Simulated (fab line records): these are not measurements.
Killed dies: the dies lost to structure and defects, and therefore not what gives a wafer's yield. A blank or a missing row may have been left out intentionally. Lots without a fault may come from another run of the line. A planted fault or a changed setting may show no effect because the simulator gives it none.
Split-lot trial	flow n5Finfet	39 wafers read from 7 lots, route of 1938 steps

## THE SPLIT
At N5_FIN_CUT_ETCH_21 (etches SOC in N2/H2, target depth 219 nm, overetch 43.8 nm, time 523.5 s), the setting timeS was moved away from the recipe's 523.5 s on 15 of the 39 wafers read, by -22.0% to +23.5%. The other wafers ran this setting at the recipe's value.

The reading is taken at the split's own step.

## THE READING
SiARC_of_FIN_CUT_COAT_19.thkNm (the simulator's own value, which no gauge read), in nm, at N5_FIN_CUT_ETCH_21 (etches SOC in N2/H2, target depth 219 nm, overetch 43.8 nm, time 523.5 s). There is no usual value for it anywhere in the file. Here, 24 wafers ran the recipe; their average is 11.8 nm with a standard deviation of 0.22 nm.

wafer	tool, chamber at the split	timeS as run, s	against the recipe	SiARC_of_FIN_CUT_COAT_19.thkNm, nm	against lot-mates on the recipe
L078.1	rieDiel-03, 3	523.5	recipe	12	-
L078.6	rieDiel-03, 3	523.5	recipe	12	-
L078.2	rieDiel-03, 0	418.6	-20.0%	13.4	+1.5
L078.4	rieDiel-03, 0	418.6	-20.0%	13.4	+1.5
L078.3	rieDiel-03, 2	418.6	-20.0%	13.2	+1.3
L078.5	rieDiel-03, 2	523.5	recipe	11.6	-
L081.1	rieDiel-05, 2,1,3,3,2	523.5	recipe	11.8	-
L081.2	rieDiel-05, 2,1,3,3,2	523.5	recipe	11.8	-
L081.3	rieDiel-05, 2,1,3,3,2	523.5	recipe	11.8	-
L081.5	rieDiel-05, 2,1,3,3,2	523.5	recipe	11.8	-
L081.6	rieDiel-05, 2,1,3,3,2	523.5	recipe	11.8	-
L081.4	rieDiel-05, 1	523.5	recipe	11.6	-
L083.1	rieDiel-03, 2,1	408.4	-22.0%	13.4	+1.3
L083.4	rieDiel-03, 2,1	408.4	-22.0%	13.4	+1.3
L083.2	rieDiel-03, 0	408.4	-22.0%	13.6	+1.5
L083.3	rieDiel-03, 3	523.5	recipe	12.2	-
L083.6	rieDiel-03, 3	523.5	recipe	12.2	-
L083.5	rieDiel-03, 0	523.5	recipe	11.8	-
L087.1	rieDiel-05, 0	523.5	recipe	12.2	-
L087.5	rieDiel-05, 2,1	523.5	recipe	11.8	-
L087.6	rieDiel-05, 2,1	523.5	recipe	11.8	-
L092.1	rieDiel-03, 2	619.5	+18.3%	10	-1.5
L092.2	rieDiel-03, 0,1	523.5	recipe	11.6	-
L092.4	rieDiel-03, 0,1	523.5	recipe	11.6	-
L092.3	rieDiel-03, 3	619.5	+18.3%	10.6	-0.9
L092.6	rieDiel-03, 3	619.5	+18.3%	10.6	-0.9
L092.5	rieDiel-03, 2	523.5	recipe	11.4	-
L093.1	rieDiel-03, 0,2	523.5	recipe	11.6	-
L093.6	rieDiel-03, 0,2	523.5	recipe	11.6	-
L093.2	rieDiel-03, 1,2	480.2	-8.3%	12.2	+0.5
L093.3	rieDiel-03, 1,2	480.2	-8.3%	12.2	+0.5
L093.4	rieDiel-03, 3	523.5	recipe	12	-
L093.5	rieDiel-03, 3	480.2	-8.3%	12.8	+1.1
L097.1	rieDiel-06, 1,0	523.5	recipe	11.8	-
L097.4	rieDiel-06, 1,0	523.5	recipe	11.8	-
L097.2	rieDiel-06, 3	646.3	+23.5%	10.4	-1.5
L097.3	rieDiel-06, 2	646.3	+23.5%	10	-1.9
L097.5	rieDiel-06, 3	523.5	recipe	12.2	-
L097.6	rieDiel-06, 2	646.3	+23.5%	10.2	-1.7
If several chambers appear in one row, that row covers several wafers at once and the file leaves open which wafer was in which chamber.

FIT RESULTS
A straight line over all 39 wafers: SiARC_of_FIN_CUT_COAT_19.thkNm changes by -0.0735 nm for each +1% of timeS; r = -0.97; the points scatter about the line by 0.22 nm.
The same after taking each lot's own level away (the mean of its wafers on the recipe; 39 wafers): -0.0691 nm for each +1%; r = -0.97; scatter 0.19 nm.
The reading moves by 1.6 nm for the largest change in timeS, on that fit.
Measured against the standard deviation above, the lots' own levels, which go from 11.53 to 12.07 nm, span 2.4 times it.
So the lot-to-lot level changes the slope little: the two slopes agree.
Check: -1.63 nm against its lot-mates is what the line predicts for one of the wafers moved furthest among these (+23.5%) when that wafer is left out of the fit. Against them it came out at -1.53 nm.

## THE FILE'S OWN FIT
SiARC_of_FIN_CUT_COAT_19.thkNm changes by -0.0691 nm for each +1% of timeS, r = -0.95.
